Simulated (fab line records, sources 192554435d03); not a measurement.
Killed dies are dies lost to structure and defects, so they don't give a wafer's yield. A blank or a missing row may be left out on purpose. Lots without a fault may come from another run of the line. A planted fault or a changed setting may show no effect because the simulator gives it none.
A struck lot beside a sound one | flow n5_finfet | 29 steps out of a route of 1938
Sound: wafers L942.1, L942.2, L942.5. Struck: wafer L949.3. (L949.2, L949.4 of the same lot were not struck and are left out.) The cause comes at the end.
At each step with rows: each side's tool, then ch and its chambers, then its first start. Under that, the readings that differ: sound wafers | struck wafers | difference of the means | sigmas: that difference in standard deviations of wafers without a fault.
alike: readings whose means differ by less than 2 such deviations, and words and numbers that are the same on both sides. not compared: withheld readings, readings that some wafer has no value for, bounds like >300 that may hide the same value, and numbers for which the record gives no deviation and whose values overlap.
The two part at a step that has a row with sigmas, a row that says differs or no value, or rows on one side only. Numbers that don't overlap but have no deviation are shown without sigmas and don't part them. A reading that every wafer of one side lacks parts them only if that side has two wafers or more.

N5_MOL_CONTACT_COAG_CO_FILL_22: material Co, precursor CCTBA/H2, target thk 20 nm.
  sound on cvd_co-01 ch 0,1,2, day 5 12:08; struck on cvd_co-02 ch 2, day 7 06:10
  alike: chamber_pressure_Torr, heater_power_w
N5_MOL_CONTACT_COAG_ANNEAL_113: time 300 s.
  sound on rtp_anneal-02 ch 0, day 5 12:52; struck on rtp_anneal-01 ch 0, day 7 06:58
  reading             | sound          | struck | difference | sigmas
  lamp_power_pct (%)  | 2.52 2.51 2.52 | 3.04   | +0.52      | +2
  lamp_zone_1_pct (%) | 2.52 2.52 2.52 | 3.04   | +0.52      | +2
  alike: wafer_temp_C_max
N5_MOL_CONTACT_COAG_PRE_CLEAN_142: time 60 s.
  sound on pvd_sputter-03, day 5 15:08; struck on pvd_sputter-01, day 7 08:50
  alike: heater_power_w
then, 6 steps without rows for these wafers: N5_MOL_CONTACT_COAG_SPUTTER_130 (material Co, target thk 47.5 nm); N5_MOL_CONTACT_COAG_PRECLEAN_125 (cleans in DIW, time 57.5 s); N5_MOL_CONTACT_COAG_SRD_126 (dry time 32 s); N5_MOL_CONTACT_COAG_CMP_23 (polishes, stops on SiO2, t overpolish 1.5 s, target thk 0 nm); N5_MOL_CONTACT_COAG_WET_ETCH_26 (target Co, target depth 13 nm); N5_MOL_CONTACT_COAG_WET_ETCH_116 (etches the open film in SC1-inhibited, target depth 4.6 nm, rinse time 30 s).
N5_MOL_CONTACT_COAG_ALD_27: deposits SiOC, target thk 17 nm, pulse time 1.5 s, time 2720 s.
  sound on ald_sin-03 ch 0,1,2, day 5 16:26; struck on ald_sin-01 ch 2, day 7 09:58
  alike: chamber_pressure_Torr, heater_power_w, precursor_pulse_height_rel
N5_MOL_CONTACT_COAG_CMP_28: polishes, stops on SiNx, t overpolish 0.85 s, target thk 14.522 nm.
  sound on cmp-01 ch 0,1,3, day 5 18:02; struck on cmp-01 ch 1, day 7 11:32
  alike: motor_current_A, slurry_filter_dp_kPa, time_to_endpoint_s
N5_MOL_CONTACT_COAG_THK_MEAS_29:
  sound on film_metro-02, day 5 18:18; struck on film_metro-01, day 7 11:50
  alike: MD_CAP_THK
N5_MOL_CONTACT_COAG_ALD_123: deposits SiNx, target thk 5 nm, pulse time 1 s, purge time 2 s.
  sound on ald_sin-03 ch 1,2, day 5 18:20; struck on ald_sin-02 ch 3, day 7 11:52
  alike: chamber_pressure_Torr, heater_power_w, precursor_pulse_height_rel
then, 10 steps without rows for these wafers: N5_MOL_CONTACT_COAG_PECVD_31 (deposits SiO2 from TEOS/O2, target thk 46 nm, time 8.9 s); N5_MOL_CONTACT_COAG_COAT_75 (time 60 s, resist thk 60 nm); N5_MOL_CONTACT_COAG_COAT_76 (time 60 s, resist thk 10 nm); N5_MOL_CONTACT_COAG_COAT_77 (time 60 s, resist thk 10 nm); N5_MOL_CONTACT_COAG_COAT_78 (resist thk 40 nm); N5_MOL_CONTACT_COAG_EBR_80; N5_MOL_CONTACT_COAG_SOFTBAKE_79 (time 60 s); N5_MOL_CONTACT_COAG_EXPOSE_81 (exposes mask VG, defocus 0 nm); N5_MOL_CONTACT_COAG_PEB_82 (peb time 60 s); N5_MOL_CONTACT_COAG_DEVELOP_83 (develop time 30 s).
N5_MOL_CONTACT_COAG_CD_MEAS_84: target cd 25.1 nm.
  sound on cd_sem-03 ch 0, day 5 19:19; struck on cd_sem-01 ch 0, day 7 12:43
  alike: cd_nm
N5_MOL_CONTACT_COAG_OVL_MEAS_85:
  sound on overlay-01 ch 0, day 5 19:21; struck on overlay-02 ch 0, day 7 12:44
  alike: VG_OVL
N5_MOL_CONTACT_COAG_INSPECT_57: inspects for defects (brightfield).
  sound on defect_inspect-02, day 5 19:25; struck on defect_inspect-01, day 7 12:48
  reading          | sound       | struck | difference | sigmas
  raw_defect_count | 135 194 140 | 1089   | +933       | +15
then, 1 step without rows for these wafers: N5_MOL_CONTACT_COAG_DESCUM_88 (chemistry O2, time 7 s).
-- the record jumps here: 3 days lie between the struck wafers' starts before and after (it left off in module MOL_CONTACT_COAG and takes up again in module BEOL_M4, whose first step shown is number 1111 of the route) --
N5_BEOL_M4_RC_MEAS_101:
  sound on prober-02 ch 0, day 8 17:53; struck on prober-02 ch 0, day 10 02:45
  alike: DIBL_N, DIBL_P, IOFF_N, IOFF_P, ION_N, ION_P, SS_N, SS_P, VT_N, VT_P
-- the record jumps here: 4 days lie between the struck wafers' starts before and after (it left off in module BEOL_M4 and takes up again in module PASSIVATION, whose first step shown is number 1936 of the route) --
N5_PASSIVATION_PROBE_49:
  the record has rows for the struck wafers here (prober-02, day 14 09:46) and none for the sound ones

WHERE THEY PART
First at N5_MOL_CONTACT_COAG_ANNEAL_113; last, within this record, at N5_PASSIVATION_PROBE_49.

WHY: what the simulator had put in
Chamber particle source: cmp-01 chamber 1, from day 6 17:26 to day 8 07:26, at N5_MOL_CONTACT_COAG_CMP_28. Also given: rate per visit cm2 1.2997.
